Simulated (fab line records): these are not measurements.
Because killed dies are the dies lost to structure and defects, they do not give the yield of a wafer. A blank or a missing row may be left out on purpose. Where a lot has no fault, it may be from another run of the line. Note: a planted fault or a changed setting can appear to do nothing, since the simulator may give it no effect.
fab line records || flow nand-harc
[record] {"lots": 5, "wafers": 15, "last-day": 33}
route steps=1302 shown P_ZERO_WELL@44
lots with no fault: from the same line, run without faults
start-h: start of the lot's first displayed wafer, in hours after the record's first day || wait-h: how many hours have passed since the lot's step before this one || " unchanged from the row above || L1.1+2: several wafers, shown together as one row || - no value, or no start was given || * or withheld: withheld || < > ~ a bound
route shown NAME@n: NAME is a module with steps in the file, n the number in the route of the first one || usual: mean/standard deviation taken from wafers without a fault || same: alike in all rows || chamber/n: place in a boat || sites: the reading at each site || _std_site: the values' standard deviation || _edge_site: inner sites' mean taken away from outer sites' mean || radius-mm: how far each site lies from the wafer's centre || mask NAME#n: copy n || behind: the most recent tool/chamber to have shaped the wafer || hold: why the lot went on hold/how many hours it stayed there/how the hold came to an end || device: the n, p or np transistor that did not switch || end of line: the same wafers' tests at the end of the route || step lacking rows: just its recipe || killed: count of dies lost to structure and defects at first sort (not the wafer's yield) || map: a wafer's dies, x killed, . not, _ none there
set.NAME: the run value of the setting; set.NAME@STEP: its run value at that earlier step || model.NAME: the simulator's own value behind a step, which no gauge read
certain route steps with their lots: each step a table, each wafer a row
services: a tool's chamber out of use, with start hour (start-h, from the record's first day; less than 0 if before it), hours out, and reason
[[steps]]
[step NHARC_P_ZERO_WELL_CD_MEAS_37]
[recipe] {"target-cd-nm": 720, "landing-energy-ev": 500}
[usual] {"cd-nm": "719.7/1.4"}
{"lot.wafer": "L875.1", "tool": "cd-sem-02", "chamber": 0, "start-h": 44.26, "wait-h": "-", "cd-nm": 718.8}
{"lot.wafer": "L875.5", "tool": "cd-sem-02", "chamber": 0, "start-h": 44.26, "wait-h": "-", "cd-nm": 719.4}
{"lot.wafer": "L875.6", "tool": "cd-sem-02", "chamber": 0, "start-h": 44.26, "wait-h": "-", "cd-nm": 719.9}
{"lot.wafer": "L886.1", "tool": "cd-sem-01", "chamber": 0, "start-h": 154.10, "wait-h": "-", "cd-nm": 716.2}
{"lot.wafer": "L886.5", "tool": "cd-sem-01", "chamber": 0, "start-h": 154.10, "wait-h": "-", "cd-nm": 718.1}
{"lot.wafer": "L886.6", "tool": "cd-sem-01", "chamber": 0, "start-h": 154.10, "wait-h": "-", "cd-nm": 716.9}
{"lot.wafer": "L889.2", "tool": "cd-sem-02", "chamber": 0, "start-h": 184.26, "wait-h": "-", "cd-nm": 716.7}
{"lot.wafer": "L889.3", "tool": "cd-sem-02", "chamber": 0, "start-h": 184.26, "wait-h": "-", "cd-nm": 718.7}
{"lot.wafer": "L889.5", "tool": "cd-sem-02", "chamber": 0, "start-h": 184.26, "wait-h": "-", "cd-nm": 719.1}
{"lot.wafer": "L890.1", "tool": "cd-sem-02", "chamber": 0, "start-h": 194.27, "wait-h": "-", "cd-nm": 720.2}
{"lot.wafer": "L890.4", "tool": "cd-sem-02", "chamber": 0, "start-h": 194.27, "wait-h": "-", "cd-nm": 718.7}
{"lot.wafer": "L890.6", "tool": "cd-sem-02", "chamber": 0, "start-h": 194.27, "wait-h": "-", "cd-nm": 718.4}
{"lot.wafer": "L893.1", "tool": "cd-sem-01", "chamber": 0, "start-h": 224.93, "wait-h": "-", "cd-nm": 717.5}
{"lot.wafer": "L893.4", "tool": "cd-sem-01", "chamber": 0, "start-h": 224.93, "wait-h": "-", "cd-nm": 719.1}
{"lot.wafer": "L893.6", "tool": "cd-sem-01", "chamber": 0, "start-h": 224.93, "wait-h": "-", "cd-nm": 718.5}
[step NHARC_P_ZERO_WELL_HARDBAKE_38]
[recipe] {"temp-c": 125, "time-s": 80}
[step NHARC_P_ZERO_WELL_DESCUM_39]
[recipe] {"time-s": 3, "o2-flow-sccm": 200, "ar-flow-sccm": 0, "bias-power-w": 0, "chemistry": "O2"}
[usual] {"drypump-motor-current-A": "5.8/0.38", "oes-product-au": "0.998/0.0073", "rf-vpp-V": "57.5/0.83", "showerhead-plenum-p-Torr": "1.86/0.056", "throttle-valve-pct": "11.311/0.0099"}
[same] {"time-s": 3}
{"lot.wafer": "L875.1", "tool": "rie-diel-12", "chamber": 3, "start-h": 44.44, "wait-h": "-", "drypump-motor-current-A": 5.7, "oes-product-au": 1.010, "rf-hours-counter-h": 42, "rf-vpp-V": 56.9, "showerhead-plenum-p-Torr": 1.88, "throttle-valve-pct": 11.318}
{"lot.wafer": "L875.6", "tool": "rie-diel-12", "chamber": 1, "start-h": 44.44, "wait-h": "-", "drypump-motor-current-A": 5.1, "oes-product-au": 0.990, "rf-hours-counter-h": "-", "rf-vpp-V": 58.4, "showerhead-plenum-p-Torr": 1.91, "throttle-valve-pct": 11.311}
{"lot.wafer": "L875.5", "tool": "rie-diel-12", "chamber": 2, "start-h": 44.44, "wait-h": "-", "drypump-motor-current-A": 6.0, "oes-product-au": 0.994, "rf-hours-counter-h": "-", "rf-vpp-V": 56.9, "showerhead-plenum-p-Torr": 1.85, "throttle-valve-pct": 11.308}
{"lot.wafer": "L886.1", "tool": "rie-diel-04", "chamber": 3, "start-h": 154.30, "wait-h": "-", "drypump-motor-current-A": 6.3, "oes-product-au": 1.001, "rf-hours-counter-h": 51, "rf-vpp-V": 58.3, "showerhead-plenum-p-Torr": 1.92, "throttle-valve-pct": 11.333}
{"lot.wafer": "L886.5", "tool": "rie-diel-04", "chamber": 0, "start-h": 154.30, "wait-h": "-", "drypump-motor-current-A": 5.6, "oes-product-au": 1.014, "rf-hours-counter-h": "-", "rf-vpp-V": 58.2, "showerhead-plenum-p-Torr": 1.80, "throttle-valve-pct": 11.304}
{"lot.wafer": "L886.6", "tool": "rie-diel-04", "chamber": 1, "start-h": 154.30, "wait-h": "-", "drypump-motor-current-A": 5.7, "oes-product-au": 1.015, "rf-hours-counter-h": "-", "rf-vpp-V": 58.9, "showerhead-plenum-p-Torr": 1.78, "throttle-valve-pct": 11.297}
{"lot.wafer": "L889.3", "tool": "rie-diel-12", "chamber": 0, "start-h": 184.41, "wait-h": "-", "drypump-motor-current-A": 6.6, "oes-product-au": 1.003, "rf-hours-counter-h": 24, "rf-vpp-V": 57.9, "showerhead-plenum-p-Torr": 1.84, "throttle-valve-pct": 11.296}
{"lot.wafer": "L889.2", "tool": "rie-diel-12", "chamber": 3, "start-h": 184.41, "wait-h": "-", "drypump-motor-current-A": 5.8, "oes-product-au": 0.996, "rf-hours-counter-h": 25, "rf-vpp-V": 58.1, "showerhead-plenum-p-Torr": 1.87, "throttle-valve-pct": 11.331}
{"lot.wafer": "L889.5", "tool": "rie-diel-12", "chamber": 0, "start-h": 184.41, "wait-h": "-", "drypump-motor-current-A": 6.6, "oes-product-au": 1.013, "rf-hours-counter-h": "-", "rf-vpp-V": 57.1, "showerhead-plenum-p-Torr": 1.84, "throttle-valve-pct": 11.308}
{"lot.wafer": "L890.1", "tool": "rie-diel-07", "chamber": 1, "start-h": 194.54, "wait-h": "-", "drypump-motor-current-A": 5.7, "oes-product-au": 0.998, "rf-hours-counter-h": 21, "rf-vpp-V": 58.7, "showerhead-plenum-p-Torr": 1.88, "throttle-valve-pct": 11.302}
{"lot.wafer": "L890.4", "tool": "rie-diel-07", "chamber": 2, "start-h": 194.54, "wait-h": "-", "drypump-motor-current-A": 5.4, "oes-product-au": 0.999, "rf-hours-counter-h": 22, "rf-vpp-V": 57.0, "showerhead-plenum-p-Torr": 1.84, "throttle-valve-pct": 11.321}
{"lot.wafer": "L890.6", "tool": "rie-diel-07", "chamber": 1, "start-h": 194.54, "wait-h": "-", "drypump-motor-current-A": 5.7, "oes-product-au": 0.996, "rf-hours-counter-h": "-", "rf-vpp-V": 56.5, "showerhead-plenum-p-Torr": 1.88, "throttle-valve-pct": 11.330}
{"lot.wafer": "L893.4", "tool": "rie-diel-04", "chamber": 3, "start-h": 227.45, "wait-h": "-", "drypump-motor-current-A": 6.3, "oes-product-au": 0.991, "rf-hours-counter-h": 16, "rf-vpp-V": 58.7, "showerhead-plenum-p-Torr": 1.91, "throttle-valve-pct": 11.317}
{"lot.wafer": "L893.1", "tool": "rie-diel-04", "chamber": 0, "start-h": 227.45, "wait-h": "-", "drypump-motor-current-A": 5.6, "oes-product-au": 1.007, "rf-hours-counter-h": 14, "rf-vpp-V": 57.9, "showerhead-plenum-p-Torr": 1.79, "throttle-valve-pct": 11.314}
{"lot.wafer": "L893.6", "tool": "rie-diel-04", "chamber": 3, "start-h": 227.45, "wait-h": "-", "drypump-motor-current-A": 6.3, "oes-product-au": 0.995, "rf-hours-counter-h": "-", "rf-vpp-V": 58.2, "showerhead-plenum-p-Torr": 1.91, "throttle-valve-pct": 11.304}
[step NHARC_P_ZERO_WELL_IMPLANT_40]
[recipe] {"energy-kev": 300, "dose-cm2": 1e+13, "tilt-deg": 7}
[step NHARC_P_ZERO_WELL_IMPLANT_59]
[recipe] {"energy-kev": 120, "dose-cm2": 5e+12, "tilt-deg": 7}
[step NHARC_P_ZERO_WELL_IMPLANT_60]
[recipe] {"energy-kev": 30, "dose-cm2": 2e+12, "tilt-deg": 7}
[step NHARC_P_ZERO_WELL_STRIP_41]
[recipe] {"time-s": 840, "temp-c": 130, "chemistry": "SPM"}
[step NHARC_P_ZERO_WELL_DEHYDRATE_44]
[recipe] {"temp-c": 150, "time-s": 120}
[step NHARC_P_ZERO_WELL_HMDS_45]
[recipe] {"time-s": 30}
[step NHARC_P_ZERO_WELL_COAT_46]
[recipe] {"spin-rpm": "withheld"}
[step NHARC_P_ZERO_WELL_SOFTBAKE_47]
[recipe] {"temp-c": 122, "time-s": 95}
[step NHARC_P_ZERO_WELL_EBR_48]
[step NHARC_P_ZERO_WELL_EXPOSE_49]
[recipe] {"na": 0.6, "target-cd-nm": 2000, "dose-mj": 22.64, "mask-id": "P_HVPW"}
[usual] {"stage-vel-mm-s": "500.01/0.28"}
{"lot.wafer": "L875.1", "tool": "krf-scanner-02", "chamber": 0, "start-h": 45.74, "wait-h": "-", "mask": "P_HVPW_R1#0", "stage-vel-mm-s": 500.16}
{"lot.wafer": "L875.5", "tool": "krf-scanner-02", "chamber": 0, "start-h": 45.74, "wait-h": "-", "mask": "P_HVPW_R1#0", "stage-vel-mm-s": 499.71}
{"lot.wafer": "L875.6", "tool": "krf-scanner-02", "chamber": 0, "start-h": 45.74, "wait-h": "-", "mask": "P_HVPW_R1#0", "stage-vel-mm-s": 499.96}
{"lot.wafer": "L886.1", "tool": "krf-scanner-03", "chamber": 0, "start-h": 155.62, "wait-h": "-", "mask": "P_HVPW#0", "stage-vel-mm-s": 500.31}
{"lot.wafer": "L886.5", "tool": "krf-scanner-03", "chamber": 0, "start-h": 155.62, "wait-h": "-", "mask": "P_HVPW#0", "stage-vel-mm-s": 500.40}
{"lot.wafer": "L886.6", "tool": "krf-scanner-03", "chamber": 0, "start-h": 155.62, "wait-h": "-", "mask": "P_HVPW#0", "stage-vel-mm-s": 499.94}
{"lot.wafer": "L889.2", "tool": "krf-scanner-02", "chamber": 0, "start-h": 185.74, "wait-h": "-", "mask": "P_HVPW#0", "stage-vel-mm-s": 499.96}
{"lot.wafer": "L889.3", "tool": "krf-scanner-02", "chamber": 0, "start-h": 185.74, "wait-h": "-", "mask": "P_HVPW#0", "stage-vel-mm-s": 500.01}
{"lot.wafer": "L889.5", "tool": "krf-scanner-02", "chamber": 0, "start-h": 185.74, "wait-h": "-", "mask": "P_HVPW#0", "stage-vel-mm-s": 500.02}
{"lot.wafer": "L890.1", "tool": "krf-scanner-04", "chamber": 0, "start-h": 195.85, "wait-h": "-", "mask": "P_HVPW#0", "stage-vel-mm-s": 500.00}
{"lot.wafer": "L890.4", "tool": "krf-scanner-04", "chamber": 0, "start-h": 195.85, "wait-h": "-", "mask": "P_HVPW#0", "stage-vel-mm-s": 500.17}
{"lot.wafer": "L890.6", "tool": "krf-scanner-04", "chamber": 0, "start-h": 195.85, "wait-h": "-", "mask": "P_HVPW#0", "stage-vel-mm-s": 500.28}
{"lot.wafer": "L893.1", "tool": "krf-scanner-03", "chamber": 0, "start-h": 228.80, "wait-h": "-", "mask": "P_HVPW#0", "stage-vel-mm-s": 500.11}
{"lot.wafer": "L893.4", "tool": "krf-scanner-03", "chamber": 0, "start-h": 228.80, "wait-h": "-", "mask": "P_HVPW#0", "stage-vel-mm-s": 500.01}
{"lot.wafer": "L893.6", "tool": "krf-scanner-03", "chamber": 0, "start-h": 228.80, "wait-h": "-", "mask": "P_HVPW#0", "stage-vel-mm-s": 499.64}
[step NHARC_P_ZERO_WELL_PEB_50]
[recipe] {"peb-temp-c": 118, "peb-time-s": 85}
[step NHARC_P_ZERO_WELL_DEVELOP_51]
[recipe] {"time-s": 70}
[step NHARC_P_ZERO_WELL_CD_MEAS_52]
[recipe] {"target-cd-nm": 2000, "landing-energy-ev": 500}
[usual] {"cd-nm": "2000.0/1.4"}
{"lot.wafer": "L875.1", "tool": "cd-sem-03", "chamber": 0, "start-h": 45.89, "wait-h": "-", "cd-nm": 1927.6}
{"lot.wafer": "L875.5", "tool": "cd-sem-03", "chamber": 0, "start-h": 45.89, "wait-h": "-", "cd-nm": 1925.8}
{"lot.wafer": "L875.6", "tool": "cd-sem-03", "chamber": 0, "start-h": 45.89, "wait-h": "-", "cd-nm": 1925.7}
{"lot.wafer": "L886.1", "tool": "cd-sem-02", "chamber": 0, "start-h": 155.77, "wait-h": "-", "cd-nm": 2001.6}
{"lot.wafer": "L886.5", "tool": "cd-sem-02", "chamber": 0, "start-h": 155.77, "wait-h": "-", "cd-nm": 2001.2}
{"lot.wafer": "L886.6", "tool": "cd-sem-02", "chamber": 0, "start-h": 155.77, "wait-h": "-", "cd-nm": 2000.8}
{"lot.wafer": "L889.2", "tool": "cd-sem-02", "chamber": 0, "start-h": 185.89, "wait-h": "-", "cd-nm": 2002.6}
{"lot.wafer": "L889.3", "tool": "cd-sem-02", "chamber": 0, "start-h": 185.89, "wait-h": "-", "cd-nm": 2001.7}
{"lot.wafer": "L889.5", "tool": "cd-sem-02", "chamber": 0, "start-h": 185.89, "wait-h": "-", "cd-nm": 2001.5}
{"lot.wafer": "L890.1", "tool": "cd-sem-02", "chamber": 0, "start-h": 196.01, "wait-h": "-", "cd-nm": 1999.6}
{"lot.wafer": "L890.4", "tool": "cd-sem-02", "chamber": 0, "start-h": 196.01, "wait-h": "-", "cd-nm": 2000.7}
{"lot.wafer": "L890.6", "tool": "cd-sem-02", "chamber": 0, "start-h": 196.01, "wait-h": "-", "cd-nm": 1998.4}
{"lot.wafer": "L893.1", "tool": "cd-sem-03", "chamber": 0, "start-h": 228.96, "wait-h": "-", "cd-nm": 2001.6}
{"lot.wafer": "L893.4", "tool": "cd-sem-03", "chamber": 0, "start-h": 228.96, "wait-h": "-", "cd-nm": 2000.8}
{"lot.wafer": "L893.6", "tool": "cd-sem-03", "chamber": 0, "start-h": 228.96, "wait-h": "-", "cd-nm": 1998.6}
[step NHARC_P_ZERO_WELL_HARDBAKE_53]
[recipe] {"temp-c": 125, "time-s": 80}
[step NHARC_P_ZERO_WELL_DESCUM_54]
[recipe] {"time-s": 3, "o2-flow-sccm": 200, "ar-flow-sccm": 0, "bias-power-w": 0, "chemistry": "O2"}
[usual] {"drypump-motor-current-A": "5.8/0.39", "oes-product-au": "0.997/0.0063", "rf-vpp-V": "57.6/0.78", "showerhead-plenum-p-Torr": "1.86/0.054", "throttle-valve-pct": "11.309/0.01"}
[same] {"time-s": 3}
{"lot.wafer": "L875.1", "tool": "rie-diel-12", "chamber": 1, "start-h": 46.05, "wait-h": "-", "drypump-motor-current-A": 5.2, "oes-product-au": 0.992, "rf-hours-counter-h": 30, "rf-vpp-V": 57.9, "showerhead-plenum-p-Torr": 1.91, "throttle-valve-pct": 11.305, "model.P_ZERO_WELL.cd-nm": 1928}
{"lot.wafer": "L875.6", "tool": "rie-diel-12", "chamber": 1, "start-h": 46.05, "wait-h": "-", "drypump-motor-current-A": 5.2, "oes-product-au": 0.996, "rf-hours-counter-h": "-", "rf-vpp-V": 58.4, "showerhead-plenum-p-Torr": 1.91, "throttle-valve-pct": 11.302, "model.P_ZERO_WELL.cd-nm": 1926}
{"lot.wafer": "L875.5", "tool": "rie-diel-12", "chamber": 2, "start-h": 46.05, "wait-h": "-", "drypump-motor-current-A": 6.1, "oes-product-au": 0.999, "rf-hours-counter-h": "-", "rf-vpp-V": 57.2, "showerhead-plenum-p-Torr": 1.85, "throttle-valve-pct": 11.313, "model.P_ZERO_WELL.cd-nm": 1926}
{"lot.wafer": "L886.1", "tool": "rie-diel-04", "chamber": 3, "start-h": 155.95, "wait-h": "-", "drypump-motor-current-A": 6.3, "oes-product-au": 1.008, "rf-hours-counter-h": 51, "rf-vpp-V": 57.9, "showerhead-plenum-p-Torr": 1.92, "throttle-valve-pct": 11.325, "model.P_ZERO_WELL.cd-nm": 2002}
{"lot.wafer": "L886.6", "tool": "rie-diel-04", "chamber": 1, "start-h": 155.95, "wait-h": "-", "drypump-motor-current-A": 5.7, "oes-product-au": 1.008, "rf-hours-counter-h": "-", "rf-vpp-V": 56.7, "showerhead-plenum-p-Torr": 1.78, "throttle-valve-pct": 11.320, "model.P_ZERO_WELL.cd-nm": 2001}
{"lot.wafer": "L886.5", "tool": "rie-diel-04", "chamber": 0, "start-h": 155.95, "wait-h": "-", "drypump-motor-current-A": 5.6, "oes-product-au": 0.997, "rf-hours-counter-h": "-", "rf-vpp-V": 58.6, "showerhead-plenum-p-Torr": 1.80, "throttle-valve-pct": 11.318, "model.P_ZERO_WELL.cd-nm": 2001}
{"lot.wafer": "L889.3", "tool": "rie-diel-12", "chamber": 0, "start-h": 186.07, "wait-h": "-", "drypump-motor-current-A": 6.5, "oes-product-au": 1.000, "rf-hours-counter-h": 25, "rf-vpp-V": 58.2, "showerhead-plenum-p-Torr": 1.84, "throttle-valve-pct": 11.335, "model.P_ZERO_WELL.cd-nm": 2002}
{"lot.wafer": "L889.2", "tool": "rie-diel-12", "chamber": 1, "start-h": 186.07, "wait-h": "-", "drypump-motor-current-A": 5.2, "oes-product-au": 1.002, "rf-hours-counter-h": 30, "rf-vpp-V": 58.1, "showerhead-plenum-p-Torr": 1.89, "throttle-valve-pct": 11.312, "model.P_ZERO_WELL.cd-nm": 2002}
{"lot.wafer": "L889.5", "tool": "rie-diel-12", "chamber": 2, "start-h": 186.07, "wait-h": "-", "drypump-motor-current-A": 6.1, "oes-product-au": 0.987, "rf-hours-counter-h": "-", "rf-vpp-V": 58.1, "showerhead-plenum-p-Torr": 1.83, "throttle-valve-pct": 11.308, "model.P_ZERO_WELL.cd-nm": 2001}
{"lot.wafer": "L890.4", "tool": "rie-diel-04", "chamber": 2, "start-h": 196.17, "wait-h": "-", "drypump-motor-current-A": 5.7, "oes-product-au": 0.992, "rf-hours-counter-h": 5, "rf-vpp-V": 57.6, "showerhead-plenum-p-Torr": 1.94, "throttle-valve-pct": 11.286, "model.P_ZERO_WELL.cd-nm": 2000}
{"lot.wafer": "L890.1", "tool": "rie-diel-04", "chamber": 1, "start-h": 196.17, "wait-h": "-", "drypump-motor-current-A": 5.7, "oes-product-au": 0.996, "rf-hours-counter-h": 5, "rf-vpp-V": 57.9, "showerhead-plenum-p-Torr": 1.78, "throttle-valve-pct": 11.308, "model.P_ZERO_WELL.cd-nm": 2000}
{"lot.wafer": "L890.6", "tool": "rie-diel-04", "chamber": 2, "start-h": 196.17, "wait-h": "-", "drypump-motor-current-A": 5.7, "oes-product-au": 0.999, "rf-hours-counter-h": "-", "rf-vpp-V": 57.0, "showerhead-plenum-p-Torr": 1.94, "throttle-valve-pct": 11.305, "model.P_ZERO_WELL.cd-nm": 1999}
{"lot.wafer": "L893.4", "tool": "rie-diel-07", "chamber": 3, "start-h": 229.13, "wait-h": "-", "drypump-motor-current-A": 5.4, "oes-product-au": 0.997, "rf-hours-counter-h": 31, "rf-vpp-V": 57.7, "showerhead-plenum-p-Torr": 1.93, "throttle-valve-pct": 11.319, "model.P_ZERO_WELL.cd-nm": 2001}
{"lot.wafer": "L893.1", "tool": "rie-diel-07", "chamber": 1, "start-h": 229.13, "wait-h": "-", "drypump-motor-current-A": 5.7, "oes-product-au": 0.997, "rf-hours-counter-h": 32, "rf-vpp-V": 56.9, "showerhead-plenum-p-Torr": 1.88, "throttle-valve-pct": 11.307, "model.P_ZERO_WELL.cd-nm": 2001}
{"lot.wafer": "L893.6", "tool": "rie-diel-07", "chamber": 3, "start-h": 229.13, "wait-h": "-", "drypump-motor-current-A": 5.5, "oes-product-au": 0.996, "rf-hours-counter-h": "-", "rf-vpp-V": 58.2, "showerhead-plenum-p-Torr": 1.93, "throttle-valve-pct": 11.312, "model.P_ZERO_WELL.cd-nm": 1999}
[step NHARC_P_ZERO_WELL_IMPLANT_55]
[recipe] {"energy-kev": 180, "dose-cm2": 8e+11, "tilt-deg": 7}
[[services]]
{"tool": "rie-diel-07", "chamber": 3, "start-h": 23.87, "hours": 2.7, "kind": "repair"}
{"tool": "rie-diel-12", "chamber": 0, "start-h": 24.16, "hours": "-", "kind": "clean"}
{"tool": "rie-diel-12", "chamber": 1, "start-h": 24.16, "hours": "-", "kind": "clean"}
{"tool": "rie-diel-12", "chamber": 2, "start-h": 24.16, "hours": "-", "kind": "clean"}
{"tool": "rie-diel-04", "chamber": 1, "start-h": 41.55, "hours": 57.0, "kind": "repair"}
{"tool": "krf-scanner-04", "chamber": "-", "start-h": 42.17, "hours": 2.7, "kind": "repair"}
{"tool": "rie-diel-07", "chamber": 0, "start-h": 46.80, "hours": 7.3, "kind": "repair"}
{"tool": "krf-scanner-03", "chamber": "-", "start-h": 52.00, "hours": 4.0, "kind": "pm"}
{"tool": "krf-scanner-04", "chamber": "-", "start-h": 78.00, "hours": 20.9, "kind": "repair"}
{"tool": "rie-diel-12", "chamber": "-", "start-h": 91.78, "hours": 9.0, "kind": "pm"}
{"tool": "krf-scanner-02", "chamber": "-", "start-h": 94.00, "hours": 4.0, "kind": "pm"}
{"tool": "rie-diel-07", "chamber": 1, "start-h": 109.79, "hours": 4.7, "kind": "repair"}
{"tool": "rie-diel-07", "chamber": "-", "start-h": 117.29, "hours": 9.0, "kind": "pm"}
{"tool": "rie-diel-04", "chamber": "-", "start-h": 135.56, "hours": 1.1, "kind": "repair"}
{"tool": "rie-diel-12", "chamber": 0, "start-h": 138.79, "hours": 6.6, "kind": "repair"}
{"tool": "rie-diel-04", "chamber": 2, "start-h": 146.03, "hours": 12.4, "kind": "repair"}
{"tool": "rie-diel-12", "chamber": 3, "start-h": 165.03, "hours": 13.8, "kind": "repair"}
{"tool": "rie-diel-07", "chamber": 3, "start-h": 173.98, "hours": 3.1, "kind": "repair"}
{"tool": "rie-diel-04", "chamber": "-", "start-h": 178.15, "hours": 9.0, "kind": "pm"}
{"tool": "krf-scanner-04", "chamber": "-", "start-h": 182.00, "hours": 4.0, "kind": "pm"}
{"tool": "krf-scanner-04", "chamber": "-", "start-h": 198.34, "hours": 0.3, "kind": "repair"}
{"tool": "rie-diel-04", "chamber": 2, "start-h": 198.75, "hours": 6.5, "kind": "repair"}
{"tool": "krf-scanner-03", "chamber": "-", "start-h": 214.60, "hours": 0.7, "kind": "repair"}
{"tool": "krf-scanner-03", "chamber": "-", "start-h": 224.00, "hours": 4.0, "kind": "pm"}
[[key]]
[first-sign] {"step": "NHARC_P_ZERO_WELL_EXPOSE_49", "reading": "mask", "direction": "changed"}
[effect] {"step": "NHARC_P_ZERO_WELL_CD_MEAS_52", "reading": "cd-nm", "direction": "down", "sigmas": 52, "usual": 2000.0, "struck": 1926.3}
[model-effect] {"step": "NHARC_P_ZERO_WELL_DESCUM_54", "value": "P_ZERO_WELL.cd-nm", "without": 2000, "struck": 1926}
met-at NHARC_P_ZERO_WELL_EXPOSE_49
struck-wafers L875.1,L875.5,L875.6
tester-left-out L875
[fault] {"kind": "wrong-mask", "tool": "any", "chamber": "-", "onset-h": 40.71, "steps": "NHARC_P_ZERO_WELL_EXPOSE_49", "aux-copy": "P_HVPW_R1#0", "cd-offset-nm": -73.615, "scope": "struck-lots-only"}
// tester-left-out: of these lots the tester's yield and bins aren't shown, on N5 and GAA mostly nor the transistor test; their killed dies are dies lost to structure and defects alone, not to doping, threshold or leakage, so they don't give the yield
